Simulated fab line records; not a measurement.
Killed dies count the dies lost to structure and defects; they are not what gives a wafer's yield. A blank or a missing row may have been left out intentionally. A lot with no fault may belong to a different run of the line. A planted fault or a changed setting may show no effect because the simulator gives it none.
Matching of chambers + flow n5-finfet + rie-diel-01 running N5_BEOL_M11_STRIP_67: 4 sister chambers
The step strips in CF4. 20 wafers are shown with their chamber, then 10 later ones without.

WAFERS PAIRED WITH THEIR CHAMBERS
| wafer  | chamber | drypump-motor-current-A (A) | showerhead-plenum-p-Torr (Torr) | rf-vpp-V (V) |
|--------|---------|-----------------------------|---------------------------------|--------------|
| L075.2 | 3       | 4.7                         | 1.77                            | 271.2        |
| L075.4 | 2       | 5.6                         | 1.79                            | 271.0        |
| L075.5 | 1       | 5.2                         | 1.85                            | 272.2        |
| L077.2 | 1       | 5.2                         | 1.85                            | 271.5        |
| L077.4 | 3       | 4.7                         | 1.77                            | 269.4        |
| L077.5 | 2       | 5.6                         | 1.79                            | 270.9        |
| L082.2 | 1       | 5.2                         | 1.84                            | 271.9        |
| L082.3 | 3       | 4.7                         | 1.76                            | 268.2        |
| L082.4 | 2       | 5.5                         | 1.79                            | 270.9        |
| L081.2 | 1       | 5.2                         | 1.84                            | 271.6        |
| L081.3 | 2       | 5.6                         | 1.79                            | 273.3        |
| L081.5 | 2       | 5.6                         | 1.79                            | 273.7        |
| L083.1 | 2       | 5.6                         | 1.79                            | 270.3        |
| L083.2 | 0       | 5.0                         | 1.88                            | 273.3        |
| L083.4 | 3       | 4.7                         | 1.76                            | 268.8        |
| L084.1 | 3       | 4.7                         | 1.76                            | 271.2        |
| L084.2 | 2       | 5.5                         | 1.79                            | 271.7        |
| L084.4 | 3       | 4.7                         | 1.76                            | 271.0        |
| L085.2 | 3       | 4.7                         | 1.76                            | 269.6        |
| L085.4 | 2       | 5.5                         | 1.78                            | 269.8        |

SIGNATURES, as means of the wafers listed above
| reading                  | chamber 0 | chamber 1 | chamber 2 | chamber 3 | scatter within a chamber |
|--------------------------|-----------|-----------|-----------|-----------|--------------------------|
| drypump-motor-current-A  | 5.000     | 5.200     | 5.562     | 4.700     | 0.0342                   |
| showerhead-plenum-p-Torr | 1.8800    | 1.8450    | 1.7888    | 1.7629    | 0.00454                  |
| rf-vpp-V                 | 273.300   | 271.800   | 271.450   | 269.914   | 1.19                     |
Rule: a wafer's distance from a chamber is the root of the sum, over the readings, of the square of ((its reading less the chamber's mean) divided by the reading's scatter). If the next closest chamber is less than 2 further off than the closest, the wafer can't be placed; otherwise it belongs to the closest. The scatter is the square root of a quotient: the sum, over the shown wafers, of each reading's squared deviation from its chamber's mean, divided by wafers minus chambers.

WAFERS WITH NO CHAMBER GIVEN
| wafer  | drypump-motor-current-A (A) | showerhead-plenum-p-Torr (Torr) | rf-vpp-V (V) |
|--------|-----------------------------|---------------------------------|--------------|
| L085.6 | 5.2                         | 1.84                            | 272.5        |
| L093.2 | 5.0                         | 1.87                            | 273.0        |
| L093.3 | 4.7                         | 1.75                            | 271.0        |
| L093.6 | 5.2                         | 1.84                            | 271.5        |
| L086.3 | 5.0                         | 1.87                            | 272.1        |
| L086.4 | 4.7                         | 1.75                            | 269.9        |
| L086.5 | 5.0                         | 1.87                            | 273.5        |
| L097.1 | 5.6                         | 1.78                            | 271.0        |
| L097.3 | 4.7                         | 1.75                            | 270.6        |
| L097.6 | 5.6                         | 1.78                            | 271.4        |

THE CHAMBER EACH PASSED THROUGH
| wafer  | from the rows above | in truth |
|--------|---------------------|----------|
| L085.6 | 1                   | 1        |
| L093.2 | 0                   | 0        |
| L093.3 | 3                   | 3        |
| L093.6 | 1                   | 1        |
| L086.3 | 0                   | 0        |
| L086.4 | 3                   | 3        |
| L086.5 | 0                   | 0        |
| L097.1 | 2                   | 2        |
| L097.3 | 3                   | 3        |
| L097.6 | 2                   | 2        |
Correct placement for 10 of the 10. Number that these rows cannot place: 0. Number placed wrongly: 0.
